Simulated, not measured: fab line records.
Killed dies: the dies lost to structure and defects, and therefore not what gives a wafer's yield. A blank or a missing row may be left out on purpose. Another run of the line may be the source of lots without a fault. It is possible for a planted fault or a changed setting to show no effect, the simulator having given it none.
One fault seen from 3 desks + flow n5-finfet + each desk holds nothing but its own numbers, with what lay behind them at the end

THE DEFECT DESK
Counts from the inspections along the route, per lot, as means over the sampled wafers that have a number. Any lot whose mean is over 4 standard deviations away from the usual mean is out of limits and marked OUT; that distance is given in the brackets.
Columns: A = raw-defect-count at N5_BEOL_M9_INSPECT_30, usual 414
| lot  | first seen here | A   |
|------|-----------------|-----|
| L436 | day 9 12:49     | 351 |
| L437 | day 9 21:14     | 378 |
| L450 | day 13 04:02    | 400 |
| L453 | day 13 22:29    | 362 |
| L459 | day 15 09:58    | 412 |
This desk's verdict: no lot among the 5 shows anything out of limits.

FROM THE METROLOGY DESK
Means of the sampled wafers that have a number, per lot and without regard to the tool the lot ran on: this is what the gauges read. Any lot whose mean is over 4 standard deviations away from the usual mean is out of limits and marked OUT; that distance is given in the brackets.
Columns: A = cd-nm at N5_BEOL_M9_CD_MEAS_28, usual 69.95 nm; B = V8_OVL at N5_BEOL_M9_OVL_MEAS_29, usual 0.0 nm
| lot  | first seen here | A     | B    |
|------|-----------------|-------|------|
| L436 | day 9 12:44     | 69.85 | -0.0 |
| L437 | day 9 21:09     | 69.86 | -0.1 |
| L450 | day 13 03:57    | 69.63 | 0.3  |
| L453 | day 13 22:24    | 69.90 | -0.4 |
| L459 | day 15 09:53    | 70.30 | -0.9 |
This desk's verdict: no lot among the 5 shows anything out of limits.

FOR THE TOOL OWNER'S DESK: rie-diel-02
The tool's own readings at N5_BEOL_M9_ETCH_66 (etches SOC in N2/H2, target depth 80 nm, overetch 16 nm, time 120 s): means of the sampled wafers that have a number, for each lot that ran on this tool. Any lot whose mean is over 4 standard deviations away from the usual mean is out of limits and marked OUT; that distance is given in the brackets.
Columns: A = bias-w at N5_BEOL_M9_ETCH_66, usual 150.0 W; B = drypump-motor-current-A at N5_BEOL_M9_ETCH_66, usual 5.8 A; C = oes-product-au at N5_BEOL_M9_ETCH_66, usual 0.60 a.u.; D = rf-vpp-V at N5_BEOL_M9_ETCH_66, usual 523.2 V; E = showerhead-plenum-p-Torr at N5_BEOL_M9_ETCH_66, usual 2.52 Torr; F = throttle-valve-pct at N5_BEOL_M9_ETCH_66, usual 17.79 %
| lot  | first seen here | A                | B   | C    | D                | E    | F     |
|------|-----------------|------------------|-----|------|------------------|------|-------|
| L437 | day 9 21:21     | 149.3            | 5.8 | 0.61 | 523.2            | 2.49 | 17.71 |
| L450 | day 13 04:11    | 146.0 (-8.3) OUT | 5.9 | 0.56 | 513.2 (-5.2) OUT | 2.50 | 18.00 |
This desk's verdict: out of limits on L450, starting with L450 at day 13 04:11 (bias-w at N5_BEOL_M9_ETCH_66). L437 stayed within limits.

BROUGHT TOGETHER
An alarm could have come from the tool owner's desk at day 13 04:11, on L450.
Nothing out of limits was seen by the defect desk.
Metrology desk: nothing out of limits seen.
The defect desk has L450 on record, within its limits.
The metrology desk has L450 on record, within its limits.
The lots listed all ran N5_BEOL_M9_ETCH_66 on rie-diel-02.

WHAT HAD BEEN PUT IN BY THE SIMULATOR
rie-diel-02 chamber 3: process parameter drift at N5_BEOL_M9_ETCH_66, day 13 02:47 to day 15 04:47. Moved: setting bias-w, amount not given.
Shown lots that were struck: L450.
Hours from the fault's start to each desk's first reading out of limits: the tool owner's desk, 1.
